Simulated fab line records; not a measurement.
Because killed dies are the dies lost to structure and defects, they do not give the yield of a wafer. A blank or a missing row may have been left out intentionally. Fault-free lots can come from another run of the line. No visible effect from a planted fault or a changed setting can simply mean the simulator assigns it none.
Matching of chambers :: flow n5_finfet :: N5_BEOL_M0_CUTY_ETCH_62 on rie_diel-01 has 4 sister chambers
The step etches SiARC in CF4, time 58.5 s. 4 wafers are shown with their chamber, then 10 later ones without.

WAFERS WITH THEIR CHAMBER
wafer: L086.1
chamber: 0
drypump_motor_current_A (A): 5.7

wafer: L085.3
chamber: 1
drypump_motor_current_A (A): 5.1

wafer: L089.3
chamber: 3
drypump_motor_current_A (A): 6.3

wafer: L089.4
chamber: 2
drypump_motor_current_A (A): 5.3

WAFERS MISSING THEIR CHAMBER
wafer: L089.6
drypump_motor_current_A (A): 5.1

wafer: L093.2
drypump_motor_current_A (A): 6.3

wafer: L093.3
drypump_motor_current_A (A): 5.1

wafer: L093.4
drypump_motor_current_A (A): 5.8

wafer: L094.2
drypump_motor_current_A (A): 5.4

wafer: L094.4
drypump_motor_current_A (A): 5.8

wafer: L094.5
drypump_motor_current_A (A): 6.3

wafer: L095.1
drypump_motor_current_A (A): 6.3

wafer: L095.3
drypump_motor_current_A (A): 5.1

wafer: L095.6
drypump_motor_current_A (A): 5.7

CHAMBER TAKEN BY EACH
wafer: L089.6
from the rows above: 1
in truth: 1

wafer: L093.2
from the rows above: 3
in truth: 3

wafer: L093.3
from the rows above: 1
in truth: 1

wafer: L093.4
from the rows above: 0
in truth: 0

wafer: L094.2
from the rows above: 2
in truth: 2

wafer: L094.4
from the rows above: 0
in truth: 0

wafer: L094.5
from the rows above: 3
in truth: 3

wafer: L095.1
from the rows above: 3
in truth: 3

wafer: L095.3
from the rows above: 1
in truth: 1

wafer: L095.6
from the rows above: 0
in truth: 0
Correct placement for 10 of the 10. Number that these rows cannot place: 0. 0 placed wrongly.
How it was worked out, from the rows above alone: a wafer's distance from a chamber is the root of the sum, over the readings, of the square of ((its reading less the chamber's mean) divided by the reading's scatter). The wafer belongs to the nearest chamber; if the next one is less than 2 further off, it can't be placed. A chamber's mean is the mean of its shown wafers. The scatter: root of mean squared gap, hidden wafer to nearest shown wafer, with one shown wafer a chamber.
